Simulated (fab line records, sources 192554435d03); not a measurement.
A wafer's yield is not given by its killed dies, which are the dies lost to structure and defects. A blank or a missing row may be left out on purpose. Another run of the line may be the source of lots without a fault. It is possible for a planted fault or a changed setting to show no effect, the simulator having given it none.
fab line records + flow n5-finfet
record
- lots=3
- wafers=9
- last-day=20
route steps=1938 shown BEOL_M4@1099 BEOL_M5@1112 BEOL_M8@1377 BEOL_M15@1830 PASSIVATION@1936
lots that met no fault: taken from a fault-free run of the same line
start-h: the number of hours between the record's first day and the start of the first shown wafer of the lot + wait-h: hours elapsed since this lot's preceding step + " the same as in the row above + L1.1+2: one row covering several wafers at once + - value missing, or start not given + * or withheld: withheld + < > ~ a bound
route shown NAME@n: NAME is a module with steps in the file, n the number in the route of the first one + usual: average and standard deviation across the fault-free wafers + same: alike in all rows + chamber/n: place in a boat + sites: per-site readings + _std_site: standard deviation of those values + _edge_site: the outer-site mean with the inner-site mean subtracted + radius-mm: how far each site lies from the wafer's centre + mask NAME#n: copy n + behind: the last tool/chamber to shape the wafer + hold: cause of the lot's hold/its duration in hours/its outcome + device: whichever transistor did not switch (one of n, p or np) + end of line: tests of these same wafers at the route's end + where a step has no rows: the recipe by itself + killed: dies lost to structure and defects at the first sort, not the wafer's yield + map: per-die view of a wafer (x killed, . not killed, _ where there is no die)
set.NAME: the setting as run; set.NAME@STEP: as run at that earlier step + model.NAME: the simulator's own value behind a step, which no gauge read
lots at some steps of the route; a table a step, a row a wafer
services: a tool's chamber out of use, with start hour (start-h, from the record's first day; less than 0 if before it), hours out, and reason
## steps
# step N5_BEOL_M4_ANNEAL_95
# recipe
- temp-c=400
- time-s=240
- ambient=vacuum
# step N5_BEOL_M4_SPUTTER_96
# recipe
- material=Cu
- target-thk-a=45
- temp-c=-20
- chamber-pressure-pa=0.07
- power-w=withheld
- time-s=8.29
# step N5_BEOL_M4_ECD_50
# recipe
- material=Cu
- target-thk-a=3000
# step N5_BEOL_M4_ANNEAL_51
# recipe
- temp-c=225
- time-s=90
- ambient=N2
# step N5_BEOL_M4_CMP_52
# recipe
- stop-on=SiOC
- t-overpolish-s=6.8
- down-force-psi=1
- platen-rpm=50
- clearing-platen-down-force-psi=1.5
- clearing-platen-rpm=50
- post-cmp-clean=cu-alkaline
- target-thk-nm=40
- clearing-platen-pad-velocity-m-s=0.99484
- pad-velocity-m-s=0.99484
# step N5_BEOL_M4_PRE_CLEAN_60
# recipe
- gas=NH3/H2
- time-s=15
- temp-c=*
- rf-power-w=300
# step N5_BEOL_M4_CO_CAP_55
# recipe
- material=Co
- target-thk-a=20
- temp-c=200
- precursor=CCTBA/H2
- pressure-torr=30
- time-s=102.1
# step N5_BEOL_M4_PRE_CLEAN_56
# recipe
- gas=NH3
- time-s=15
- temp-c=withheld
- rf-power-w=300
# step N5_BEOL_M4_DEP_57
# recipe
- material=SiCN
- target-thk-a=80
- temp-c=withheld
- precursor=3MS/NH3
- pressure-torr=3
- rf-w=202
- time-s=14
# step N5_BEOL_M4_RC_MEAS_101
# usual
- DIBL_N=37.7/2
- DIBL_P=37.7/2.3
- IOFF_N=0.18/0.039
- IOFF_P=0.23/0.042
- ION_N=681/12
- ION_P=463/8
- SS_N=71.9/0.68
- SS_P=73.6/0.71
- VT_N=248/3.2
- VT_P=-249/3.1
| lot.wafer | tool      | chamber | start-h | wait-h | DIBL_N[mV/V] | DIBL_P[mV/V] | IOFF_N[nA/um] | IOFF_P[nA/um] | ION_N[uA/um] | ION_P[uA/um] | SS_N[mV/dec] | SS_P[mV/dec] | VT_N[mV] | VT_P[mV] |
|-----------|-----------|---------|---------|--------|--------------|--------------|---------------|---------------|--------------|--------------|--------------|--------------|----------|----------|
| L307.1    | prober-02 | 0       | 264.92  | 0.0    | 37.5         | 35.6         | 0.14          | 0.20          | 668          | 467          | 72.1         | 73.1         | 252      | -249     |
| L307.3    | "         | 0       | "       | "      | 40.2         | 37.2         | 0.20          | 0.23          | 686          | 463          | 73.0         | 73.9         | 248      | -249     |
| L307.4    | "         | 0       | "       | "      | 40.6         | 40.5         | 0.21          | 0.28          | 684          | 467          | 72.9         | 74.7         | 243      | -247     |
| L318.3    | prober-01 | 0       | 353.74  | 0.3    | 38.3         | 39.9         | 0.20          | 0.27          | 686          | 470          | 71.7         | 74.0         | 247      | -245     |
| L318.4    | "         | 0       | "       | "      | 36.3         | 36.5         | 0.15          | 0.20          | 675          | 457          | 71.1         | 73.2         | 255      | -250     |
| L318.5    | "         | 0       | "       | "      | 39.0         | 39.5         | 0.20          | 0.25          | 683          | 468          | 71.8         | 74.2         | 247      | -251     |
| L325.2    | prober-01 | 0       | 385.83  | 0.2    | 37.6         | 39.6         | 0.18          | 0.20          | 680          | 455          | 72.9         | 73.5         | 246      | -252     |
| L325.5    | "         | 0       | "       | "      | 37.9         | 40.1         | 0.19          | 0.23          | 671          | 456          | 71.9         | 73.6         | 248      | -251     |
| L325.6    | "         | 0       | "       | "      | 34.7         | 35.6         | 0.13          | 0.16          | 676          | 458          | 71.4         | 72.9         | 249      | -257     |
# step N5_BEOL_M5_ILD_DEP_00
# recipe
- material=SiCOH_lowk
- target-thk-a=1406.4
- temp-c=300
- precursor=DEMS/porogen
- pressure-torr=5
- rf-w=500
- time-s=25.9
# step N5_BEOL_M5_CURE_79
# recipe
- temp-c=385
- time-s=240
- ambient=He/Ar
- material=SiCOH_lowk
# step N5_BEOL_M5_PECVD_70
# recipe
- material=SiO2
- target-thk-a=160
- temp-c=400
- precursor=TEOS/O2
- pressure-torr=5.5
- rf-w=450
- teos-flow-sccm=53.8
- gas=O2
- flow-sccm=3000
- time-s=18
# step N5_BEOL_M5_HM_DEP_02
# recipe
- material=TiN
- target-thk-a=200
- temp-c=25
- chamber-pressure-pa=0.49996
# step N5_BEOL_M5_COAT_59
# recipe
- resist=SOC
- temp-c=250
- time-s=60
- spin-rpm=1500
- resist-thk-nm=60
# step N5_BEOL_M5_COAT_60
# recipe
- resist=SiARC
- temp-c=220
- time-s=60
- spin-rpm=1500
- resist-thk-nm=12
# step N5_BEOL_M5_COAT_71
# recipe
- resist=underlayer
- temp-c=205
- time-s=60
- spin-rpm=1500
- resist-thk-nm=5
# step N5_BEOL_M5_COAT_05
# recipe
- resist=CAR-EUV
- spin-rpm=1500
- resist-thk-nm=30
# step N5_BEOL_M5_EBR_07
# recipe
- solvent=PGMEA
- ebr-width-mm=1.5
# step N5_BEOL_M5_SOFTBAKE_06
# recipe
- temp-c=110
- time-s=60
- resist=CAR-EUV
# step N5_BEOL_M5_EXPOSE_08
# recipe
- mask-id=M5
- na=0.33
- source-shape=annular
- sigma-inner=0.4
- sigma-outer=0.8
- polarization=unpolarized
- target-cd-nm=28
- dose-mj=35.75
# step N5_BEOL_M5_PEB_09
# recipe
- peb-temp-c=100
- peb-time-s=60
- resist=CAR-EUV
# step N5_BEOL_M5_DEVELOP_10
# recipe
- develop-time-s=30
- developer=TMAH
- resist=CAR-EUV
- rinse-liquid=surfactant-rinse
- dry=air-spin
- dev-temp-c=23
# step N5_BEOL_M5_DESCUM_16
# recipe
- chemistry=O2
- time-s=7
- source-power-w=50
- bias-power-w=20
- pressure-mtorr=20
- rf-frequency-hz=2.712e+07
- temp-c=40
- resist=CAR-EUV
- o2-flow-sccm=225
# step N5_BEOL_M5_ETCH_72
# recipe
- chemistry=N2/H2
- target=underlayer
- target-depth-a=65
- mask-material=CAR-EUV
- time-s=5.2
- ion-energy-ev=200
- pressure-mtorr=30
- source-w=840
- bias-w=150
- n2-flow-sccm=200
- h2-flow-sccm=200
- ends=cleared
# step N5_BEOL_M5_ETCH_61
# recipe
- chemistry=CF4
- target=SiARC
- target-depth-a=156
- mask-material=CAR-EUV
- time-s=26
- ion-energy-ev=80
- pressure-mtorr=40
- source-w=545
- bias-w=36
- Ar_flow_sccm=100
- cf4-flow-sccm=100
- ends=cleared
# step N5_BEOL_M5_ETCH_62
# recipe
- chemistry=N2/H2
- target=SOC
- target-depth-a=750
- overetch-a=150
- mask-material=SiARC
- temp-c=40
- time-s=112.5
- ion-energy-ev=200
- pressure-mtorr=30
- source-w=840
- bias-w=150
- n2-flow-sccm=200
- h2-flow-sccm=200
# step N5_BEOL_M5_STRIP_63
# recipe
- chemistry=N2/H2
- temp-c=40
- n2-flow-sccm=200
- h2-flow-sccm=200
- rf-frequency-hz=6e+07
# step N5_BEOL_M5_STRIP_73
# recipe
- chemistry=N2/H2
- temp-c=40
- n2-flow-sccm=200
- h2-flow-sccm=200
- rf-frequency-hz=6e+07
# step N5_BEOL_M5_STRIP_64
# recipe
- chemistry=CF4
- resist=SiARC
- power-w=300
- bias-power-w=75
- pressure-mtorr=50
- cf4-flow-sccm=150
- rf-frequency-hz=6e+07
# step N5_BEOL_M5_HM_OPEN_17
# recipe
- chemistry=Cl2/BCl3
- target-depth-a=200
- overetch-a=60
- target=TiN
- mask-material=SOC
- ion-energy-ev=150
- pressure-mtorr=10
- icp-w=1000
- bias-w=126
- Cl2_flow_sccm=53.25
- bcl3-flow-sccm=21.75
- Ar_flow_sccm=25
# step N5_BEOL_M5_STRIP_19
# recipe
- chemistry=O2
- power-w=400
- temp-c=40
- pressure-mtorr=30
- rf-frequency-hz=6e+07
- bias-power-w=0
- overash-fraction=0.2
- o2-flow-sccm=225
# step N5_BEOL_M5_COAT_65
# recipe
- resist=SOC
- temp-c=250
- time-s=60
- spin-rpm=1500
- resist-thk-nm=60
# step N5_BEOL_M5_COAT_66
# recipe
- resist=SiARC
- temp-c=220
- time-s=60
- spin-rpm=1500
- resist-thk-nm=12
# step N5_BEOL_M8_TRENCH_ETCH_37
# recipe
- chemistry=C4F6/O2
- target-depth-a=934.78
- target=SiCOH_lowk
- time-s=31.2
- ion-energy-ev=250
- pressure-mtorr=30
- source-w=345
- bias-w=185
- Ar_flow_sccm=300
- C4F6_flow_sccm=10
- O2_flow_sccm=10
# usual
- drypump-motor-current-A=6.0/0.4
- oes-product-au=0.81/0.083
- rf-vpp-V=669/20
- showerhead-plenum-p-Torr=2.88/0.095
- throttle-valve-pct=20.83/0.2
# same
- time-s=31.2
| lot.wafer | tool        | chamber | start-h | wait-h | drypump-motor-current-A | oes-product-au | rf-hours-counter-h | rf-vpp-V | showerhead-plenum-p-Torr | throttle-valve-pct | model.BEOL_M8.feature-depth-nm | model.etch.depth-nm | model.TiN_of_BEOL_M8_HM_DEP_02.thk-nm |
|-----------|-------------|---------|---------|--------|-------------------------|----------------|--------------------|----------|--------------------------|--------------------|--------------------------------|---------------------|---------------------------------------|
| L307.1    | rie-diel-01 | 3       | 307.98  | -      | 6.4                     | 0.69           | 221                | 676      | 2.80                     | 20.64              | 89.2                           | 89.27               | 18                                    |
| L307.3    | "           | 1       | "       | "      | 5.9                     | 0.91           | 20                 | 674      | 2.77                     | 20.75              | 94.2                           | 94.18               | 17.2                                  |
| L307.4    | "           | 2       | "       | "      | 5.5                     | 0.69           | 231                | 679      | 2.81                     | 20.84              | 93.2                           | 93.23               | 17.4                                  |
| L318.3    | rie-diel-01 | 1       | 388.53  | -      | 5.9                     | 1.11           | 55                 | 674      | 2.75                     | 20.90              | 141.8                          | 141.8               | 16.2                                  |
| L318.4    | "           | 2       | "       | "      | 5.6                     | 0.96           | -                  | 679      | 2.80                     | 20.58              | 95.4                           | 95.45               | 17.8                                  |
| L318.5    | "           | 0       | "       | "      | 6.2                     | 0.97           | -                  | 657      | 2.99                     | 21.23              | 138.6                          | 138.5               | 16.6                                  |
| L325.2    | rie-diel-04 | 1       | 419.56  | -      | 6.3                     | 0.82           | 92                 | 644      | 2.90                     | 21.14              | 93.4                           | 93.47               | 17.6                                  |
| L325.5    | "           | 1       | "       | "      | 6.3                     | 0.82           | -                  | 647      | 2.90                     | 21.12              | 93.8                           | 93.85               | 17.4                                  |
| L325.6    | "           | 0       | "       | "      | 5.1                     | 0.85           | -                  | 624      | 2.74                     | 20.69              | 93.4                           | 93.3                | 17                                    |
# step N5_BEOL_M8_OCD_MEAS_38
# usual
- trench-depth-nm=93.8/1.9
| lot.wafer | tool   | chamber | start-h | wait-h | trench-depth-nm |
|-----------|--------|---------|---------|--------|-----------------|
| L307.1    | ocd-01 | -       | 308.14  | -      | 89.2            |
| L307.3    | "      | -       | "       | "      | 94.5            |
| L307.4    | "      | -       | "       | "      | 93.5            |
| L318.3    | ocd-01 | -       | 388.69  | -      | 142.0           |
| L318.4    | "      | -       | "       | "      | 95.4            |
| L318.5    | "      | -       | "       | "      | 139.2           |
| L325.2    | ocd-02 | -       | 419.72  | -      | 92.8            |
| L325.5    | "      | -       | "       | "      | 94.1            |
| L325.6    | "      | -       | "       | "      | 93.3            |
# step N5_BEOL_M8_CMP_52
# recipe
- stop-on=SiCOH_lowk
- t-overpolish-s=6.9
- down-force-psi=1
- platen-rpm=50
- clearing-platen-down-force-psi=1.5
- clearing-platen-rpm=50
- post-cmp-clean=cu-alkaline
- target-thk-nm=80
- clearing-platen-pad-velocity-m-s=0.99484
- pad-velocity-m-s=0.99484
# usual
- motor-current-A=5.8/0.64
| lot.wafer | tool   | chamber | start-h | wait-h | motor-current-A | model.Cu_of_BEOL_M8_ECD_50.thk-nm |
|-----------|--------|---------|---------|--------|-----------------|-----------------------------------|
| L307.4    | cmp-04 | 1       | 310.32  | 0.1    | 6.7             | 78.4                              |
| L307.3    | "      | 2       | "       | "      | 5.7             | 81.2                              |
| L307.1    | "      | 0       | "       | "      | 6.0             | 77.8                              |
| L318.3    | cmp-04 | 0       | 391.46  | 0.2    | 6.2             | 129                               |
| L318.4    | "      | 2       | "       | "      | 5.7             | 83.2                              |
| L318.5    | "      | 1       | "       | "      | 6.2             | 123.8                             |
| L325.2    | cmp-02 | 2       | 422.17  | 0.3    | 4.6             | 79                                |
| L325.6    | "      | 3       | "       | "      | 5.5             | 79.4                              |
| L325.5    | "      | 0       | "       | "      | 5.1             | 81.2                              |
# step N5_BEOL_M8_THK_MEAS_53
# recipe
- thk-meas-gauge=xrf
- reads=Cu_of_BEOL_M8_ECD_50
# usual
- M8_THK=78.0/2.5
| lot.wafer | tool          | chamber | start-h | wait-h | M8_THK[nm] |
|-----------|---------------|---------|---------|--------|------------|
| L307.1    | film-metro-02 | -       | 310.62  | -      | 75.7       |
| L307.3    | "             | -       | "       | "      | 78.9       |
| L307.4    | "             | -       | "       | "      | 76.6       |
| L318.3    | film-metro-02 | -       | 391.76  | -      | 125.7      |
| L318.4    | "             | -       | "       | "      | 81.0       |
| L318.5    | "             | -       | "       | "      | 120.1      |
| L325.2    | film-metro-01 | -       | 422.36  | -      | 76.7       |
| L325.5    | "             | -       | "       | "      | 78.8       |
| L325.6    | "             | -       | "       | "      | 76.8       |
# step N5_BEOL_M8_RS_MEAS_57
# recipe
- thk-meas-gauge=four-point-probe
- reads=Cu_of_BEOL_M8_ECD_50+Co_of_BEOL_M8_CVD_78+TaN_of_BEOL_M8_ALD_77
# usual
- M8_RS=0.285/0.011
| lot.wafer | tool          | chamber | start-h | wait-h | M8_RS[ohm/sq] |
|-----------|---------------|---------|---------|--------|---------------|
| L307.1    | film-metro-02 | -       | 310.75  | 0.1    | 0.297         |
| L307.3    | "             | -       | "       | "      | 0.281         |
| L307.4    | "             | -       | "       | "      | 0.294         |
| L318.3    | film-metro-01 | -       | 391.89  | 0.1    | 0.166         |
| L318.4    | "             | -       | "       | "      | 0.273         |
| L318.5    | "             | -       | "       | "      | 0.173         |
| L325.2    | film-metro-01 | -       | 422.52  | 0.1    | 0.290         |
| L325.5    | "             | -       | "       | "      | 0.281         |
| L325.6    | "             | -       | "       | "      | 0.288         |
# step N5_BEOL_M15_RC_MEAS_101
# usual
- etest-temp-c=25.00/0.098
- COMB_M10=1.5e-11/3.1e-12
- COMB_M10_max_site=2e-11/4.7e-12
- COMB_M11=1.42e-11/2.6e-12
- COMB_M12=6.6e-12/1.5e-12
- COMB_M12_max_site=9.4e-12/2.1e-12
- COMB_M13=5e-12/1.3e-12
- COMB_M14=3.6e-12/6.7e-13
- COMB_M15=2.5e-12/6.2e-13
- COMB_M5=3.6e-11/7e-12
- COMB_M6=2.5e-11/4.8e-12
- COMB_M7=2.6e-11/5.1e-12
- COMB_M7_max_site=3.7e-11/9.9e-12
- COMB_M9=1.42e-11/2.8e-12
- SERP_M10=3.09/0.12
- SERP_M11=3.08/0.1
- SERP_M12=0.643/0.024
- SERP_M13=0.313/0.0086
- SERP_M14=0.161/0.0059
- SERP_M14_max_site=0.163/0.006
- SERP_M5=38.8/2
- SERP_M6=13.9/0.81
- SERP_M7=13.7/0.69
- SERP_M8=14.1/0.76
- SERP_M8_max_site=14.7/0.83
- SERP_M9=3.10/0.11
- SERP_M9_max_site=3.19/0.11
| lot.wafer | tool      | chamber | start-h | wait-h | etest-temp-c | COMB_M10[S/m] | COMB_M10_max_site[S/m] | COMB_M11[S/m] | COMB_M12[S/m] | COMB_M12_max_site[S/m] | COMB_M13[S/m] | COMB_M14[S/m] | COMB_M15[S/m] | COMB_M5[S/m] | COMB_M6[S/m] | COMB_M7[S/m] | COMB_M7_max_site[S/m] | COMB_M9[S/m] | SERP_M10[ohm/um] | SERP_M11[ohm/um] | SERP_M12[ohm/um] | SERP_M13[ohm/um] | SERP_M14[ohm/um] | SERP_M14_max_site[ohm/um] | SERP_M5[ohm/um] | SERP_M6[ohm/um] | SERP_M7[ohm/um] | SERP_M8[ohm/um] | SERP_M8_max_site[ohm/um] | SERP_M9[ohm/um] | SERP_M9_max_site[ohm/um] |
|-----------|-----------|---------|---------|--------|--------------|---------------|------------------------|---------------|---------------|------------------------|---------------|---------------|---------------|--------------|--------------|--------------|-----------------------|--------------|------------------|------------------|------------------|------------------|------------------|---------------------------|-----------------|-----------------|-----------------|-----------------|--------------------------|-----------------|--------------------------|
| L307.1    | prober-02 | 0       | 360.64  | 0.0    | 25.06        | 1.5e-11       | 2.3e-11                | 1.15e-11      | 9.3e-12       | 1.07e-11               | 4.6e-12       | 4.4e-12       | 1.7e-12       | 4.6e-11      | 1.5e-11      | 2.1e-11      | 3.9e-11               | 1.81e-11     | 2.90             | 3.02             | 0.626            | 0.308            | 0.158            | 0.160                     | 37.7            | 12.8            | 14.8            | 15.0            | 15.6                     | 3.15            | 3.26                     |
| L307.3    | "         | 0       | "       | "      | 25.04        | 1.4e-11       | 1.8e-11                | 1.17e-11      | 8.8e-12       | 1.25e-11               | 5.1e-12       | 5e-12         | 2.5e-12       | 4.2e-11      | 1.8e-11      | 2.2e-11      | 3.2e-11               | 1.28e-11     | 3.05             | 2.90             | 0.651            | 0.306            | 0.155            | 0.157                     | 38.3            | 13.6            | 13.7            | 14.7            | 15.2                     | 3.22            | 3.33                     |
| L307.4    | "         | 0       | "       | "      | 25.18        | 1.4e-11       | 2.3e-11                | 1.18e-11      | 6.8e-12       | 1.13e-11               | 7e-12         | 3.6e-12       | 2.4e-12       | 3.8e-11      | 2.3e-11      | 2.2e-11      | 3e-11                 | 1.29e-11     | 2.93             | 3.06             | 0.658            | 0.309            | 0.165            | 0.166                     | 34.5            | 13.5            | 14.1            | 13.8            | 14.3                     | 3.25            | 3.31                     |
| L318.3    | prober-02 | 0       | 439.90  | 0.3    | 24.95        | 1.6e-11       | 2.2e-11                | 1.24e-11      | 4.9e-12       | 5.7e-12                | 7.4e-12       | 3.5e-12       | 1.7e-12       | 3.2e-11      | 2.7e-11      | 2.9e-11      | 4.2e-11               | 1.46e-11     | 2.90             | 3.18             | 0.650            | 0.322            | 0.152            | 0.153                     | 37.8            | 15.3            | 12.8            | 8.2             | 8.5                      | 3.14            | 3.24                     |
| L318.4    | "         | 0       | "       | "      | 24.98        | 2.5e-11       | 3e-11                  | 1.46e-11      | 4e-12         | 6.1e-12                | 6.8e-12       | 3.6e-12       | 2.6e-12       | 4e-11        | 3.1e-11      | 3e-11        | 3.7e-11               | 1.79e-11     | 3.15             | 3.16             | 0.668            | 0.308            | 0.164            | 0.166                     | 39.6            | 15.0            | 13.9            | 13.2            | 13.8                     | 3.17            | 3.26                     |
| L318.5    | "         | 0       | "       | "      | 24.96        | 2.4e-11       | 3e-11                  | 1.2e-11       | 5e-12         | 8.4e-12                | 5.6e-12       | 3.6e-12       | 2.9e-12       | 4.5e-11      | 2.3e-11      | 2.8e-11      | 3.4e-11               | 1.05e-11     | 2.91             | 3.12             | 0.658            | 0.297            | 0.161            | 0.162                     | 38.4            | 14.4            | 12.5            | 8.4             | 9.4                      | 3.12            | 3.19                     |
| L325.2    | prober-02 | 0       | 468.11  | 0.2    | 24.96        | 1.5e-11       | 1.9e-11                | 1.84e-11      | 5.9e-12       | 7.8e-12                | 4.4e-12       | 3.7e-12       | 2.2e-12       | 2.9e-11      | 3.4e-11      | 2.6e-11      | 3.9e-11               | 1.35e-11     | 3.08             | 2.97             | 0.637            | 0.303            | 0.162            | 0.164                     | 36.9            | 14.3            | 13.5            | 14.9            | 15.9                     | 3.21            | 3.32                     |
| L325.5    | "         | 0       | "       | "      | 25.09        | 1.5e-11       | 1.9e-11                | 1.33e-11      | 6.8e-12       | 1.09e-11               | 3.8e-12       | 3e-12         | 2.6e-12       | 3.5e-11      | 2.1e-11      | 2.8e-11      | 4.9e-11               | 8.6e-12      | 3.22             | 3.03             | 0.640            | 0.321            | 0.163            | 0.164                     | 38.4            | 13.1            | 13.7            | 14.2            | 14.7                     | 3.11            | 3.24                     |
| L325.6    | "         | 0       | "       | "      | 25.07        | 1.7e-11       | 2.4e-11                | 1.65e-11      | 6.7e-12       | 8.6e-12                | 3.8e-12       | 3.7e-12       | 2.8e-12       | 2.8e-11      | 2.9e-11      | 4.1e-11      | 5.7e-11               | 1.17e-11     | 3.14             | 3.00             | 0.666            | 0.324            | 0.165            | 0.167                     | 41.3            | 14.1            | 13.0            | 14.1            | 14.5                     | 3.11            | 3.14                     |
# sites SERP_M8 radius-mm=0,75,75,75,75,140,140,140,140
L307.1 15.2 15.1 15.6 15.0 15.3 14.6 14.4 14.3 14.2
L318.3 8.5 8.5 8.2 8.4 8.3 8.0 8.0 8.1 8.0
L325.2 15.7 15.4 15.1 15.9 14.9 14.7 14.6 14.9 14.8
# step N5_PASSIVATION_PROBE_49
# usual
- defect-limited-yield=91.1/1.4
- killed_at_M0_to_M3=34/9.6
- killed_at_M4_up=15/5.3
- killed-at-contacts=12/6.1
- killed-at-front-end=40/11
- killed-at-other=3.5/2.8
- killed-dies=105/17
- killed-open=70/12
- killed-short=34/7.7
- sort_bin_5_function=5.2/0.97
- sort_bin_6_memory=3.4/0.62
- sort-n-pass=1075/17
- sort-yield-pct=91.1/1.4
# same
- gross-dies=1180
- killed-at-back-side=0
- sort_bin_4_leakage[%]=0
- sort_bin_8_speed[%]=0
| lot.wafer | tool      | chamber | start-h | wait-h | defect-limited-yield[%] | killed_at_M0_to_M3 | killed_at_M4_up | killed-at-contacts | killed-at-front-end | killed-at-other | killed-dies | killed-open | killed-short | sort_bin_5_function[%] | sort_bin_6_memory[%] | sort-n-pass | sort-yield-pct[%] |
|-----------|-----------|---------|---------|--------|-------------------------|--------------------|-----------------|--------------------|---------------------|-----------------|-------------|-------------|--------------|------------------------|----------------------|-------------|-------------------|
| L318.3    | prober-01 | -       | 454.57  | 0.4    | 69.7                    | 43                 | 237             | 22                 | 51                  | 4               | 357         | 89          | 39           | 6.3                    | 4.3                  | 823         | 69.7              |
| L318.5    | prober-01 | -       | 454.67  | 0.5    | 83.4                    | 36                 | 111             | 18                 | 31                  | 0               | 196         | 66          | 29           | 5.0                    | 2.9                  | 984         | 83.4              |
# killed by level:class
L318.3 BEOL_M8:area-etch=220 MOL_CONTACT_COAG:geometric-particle:open=18 BEOL_M4:geometric-particle:open=12 BEOL_M1:geometric-particle:open=10 HKMG_FIN:area-etch=9 BEOL_M2:geometric-particle:open=8 FIN_SAQP:geometric-particle:open=7 FIN_SAQP:geometric-particle:short=7
L318.5 BEOL_M8:area-etch=101 MOL_CONTACT_COAG:geometric-particle:open=14 BEOL_M2:geometric-particle:open=14 BEOL_M1:geometric-particle:open=10 FIN_SAQP:geometric-particle:short=7 FIN_SAQP:geometric-particle:open=6 GATE_CUT:geometric-particle:open=5 STI_FIN_REVEAL:geometric-particle:open=4
# map L318.3 (x killed, . not)
_________________x.xxxxxxxxxx________________
______________xxxxxx.xxxxxxx.xx._____________
___________xxxxx..xx.....xxxxxxx.xx__________
__________.x..x.x.x...x....xx....xxx_________
________..x.x...x...xxx..x..x.......xx_______
_______xxxx..xxx....x..x...x....x..x..x______
______xxx.....x....x............x...xxx._____
_____xxx..xx..........x....x....xx...x.xx____
____xx..x...x....x...................x.x.x___
___xxxx.xx.........x.x.......x....xx..xxx.x__
___xxx...x...x....x.x........x....xx.......__
__x..xxx..xx..........................xx.xxx_
__x.xxxx..........x...x..........x...x..xxxx_
_xxxx.....x..x.x..........x.....x.....x..xxxx
_xxx.x..x.........x.........x....x.......x...
_x.xx..x.x................................x.x
_xxx....x....x..x...............x...x..x..xxx
_xxxx.....x...x.......x................x..x..
_x.xx.....x.x........................x..xx..x
_xx.xxx..x.x.x...x..xxx.x.................xx.
_xxxx.x.............................x.x....x.
__..x.x...x.............x.......x......xx..x_
__xxx.xxx.x....x......................x.x..._
___xxx..x...x..x.....x.....x.........x..x..__
___xxxx..........x.........x.........x.x..x__
____xxxxx.......x...........x...........x.___
_____xxxxxx.xx.................x.x.xx...x____
______......x.x........x..xx....xxx...x._____
_______x...xxx......x..x......x....x.x.______
________xx.x.x..x.....xx........xx.xx._______
__________x.xx...x...............x.._________
___________xxxxxx..x........xx.xxxx__________
______________.xxx.x.xx.xxx...xx_____________
_________________xxx..x....x.________________
# map L307.4 (x killed, . not)
_________________.x..xx..x.xx________________
______________......xx.........._____________
___________xx..x........x..........__________
__________..xx..x...x......x......xx_________
________x....x.......x.x......x....x.x_______
_______........x....x........x...x.....______
______...............xx..........x......_____
_____..........x.................x..x....____
____...................x.........x.x....x.___
___...........x....x.........x.x...........__
___...................................x....__
__...............x...........x.........x...._
__......xx.....x.x..............x..........._
_......x.............xx....x....x.......x....
_..........x........x.....................x..
_...x........x......x.x.........x.....x......
_..............................x.............
_.........x.............x.x......x.....x.....
_....x.....x.x........x.....xxxx............x
_....x..x.x.....................x..x..x.x....
_..x..x.........................x...........x
__..................x......x....xx.......x.x_
__............x...............xx..x........._
___..................x.x...x...........xx..__
___.....x..........x.......x......x......x.__
____.....xx......xx...........xx..........___
_____....x....................xx.........____
______....x....................x.....x.._____
_______x...............................______
________..x..x....x....x............x._______
__________...x...........x.........._________
___________....x...................__________
______________..x...xx.........._____________
_________________x...........________________
## services
| tool        | chamber | start-h | hours | kind                          |
|-------------|---------|---------|-------|-------------------------------|
| rie-diel-04 | -       | 287.48  | 28.1  | pm                            |
| cmp-02      | -       | 300.10  | 14.5  | pm                            |
| rie-diel-01 | 1       | 310.36  | 2.1   | repair                        |
| cmp-04      | -       | 336.19  | 2.2   | repair                        |
| rie-diel-04 | 2       | 339.41  | 7.8   | repair                        |
| rie-diel-01 | 2       | 354.43  | -     | clean                         |
| rie-diel-01 | 2       | 354.43  | -     | consumable-replace:focus-ring |
| rie-diel-01 | 2       | 354.43  | 23.2  | scheduled-down                |
| rie-diel-01 | 2       | 354.43  | 23.2  | vent-cycle                    |
| rie-diel-01 | 3       | 377.91  | -     | clean                         |
| rie-diel-01 | 3       | 377.91  | -     | consumable-replace:focus-ring |
| rie-diel-01 | 3       | 377.91  | 30.8  | scheduled-down                |
| rie-diel-01 | 3       | 377.91  | 30.8  | vent-cycle                    |
| cmp-02      | -       | 395.74  | 0.8   | repair                        |
## key
first-sign
- step=N5_BEOL_M8_TRENCH_ETCH_37
- reading=oes-product-au
- direction=up
- sigmas=2.7
- usual=0.81
- struck=1.04
effect
- step=N5_BEOL_M8_OCD_MEAS_38
- reading=trench-depth-nm
- direction=up
- sigmas=24
- usual=93.8
- struck=140.6
effect
- step=N5_BEOL_M8_THK_MEAS_53
- reading=M8_THK
- direction=up
- sigmas=18
- usual=78.0
- struck=122.9
effect
- step=N5_BEOL_M8_RS_MEAS_57
- reading=M8_RS
- direction=down
- sigmas=10
- usual=0.285
- struck=0.170
effect
- step=N5_BEOL_M15_RC_MEAS_101
- reading=SERP_M8
- direction=down
- sigmas=7.6
- usual=14.1
- struck=8.3
effect
- step=N5_PASSIVATION_PROBE_49
- reading=killed_at_M4_up
- direction=up
- sigmas=30
- usual=15
- struck=174
model-effect
- step=N5_BEOL_M8_TRENCH_ETCH_37
- value=BEOL_M8.feature-depth-nm
- without=93.3
- struck=140.2
model-effect
- step=N5_BEOL_M8_CMP_52
- value=Cu_of_BEOL_M8_ECD_50.thk-nm
- without=79.6
- struck=126.4
more-kills-born-at
- N5_BEOL_M8_TRENCH_ETCH_37@rie-diel-01=321
met-at N5_BEOL_M8_TRENCH_ETCH_37
struck-wafers L318.3,L318.5
onset-between 307.98 388.53
fault
- kind=process-parameter-drift
- tool=rie-diel-01
- chamber=-
- onset-h=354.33
- steps=N5_BEOL_M8_TRENCH_ETCH_37
- channel=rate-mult
- offset=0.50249
- shape=step
- end-h=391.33
- scope=struck-wafers-only
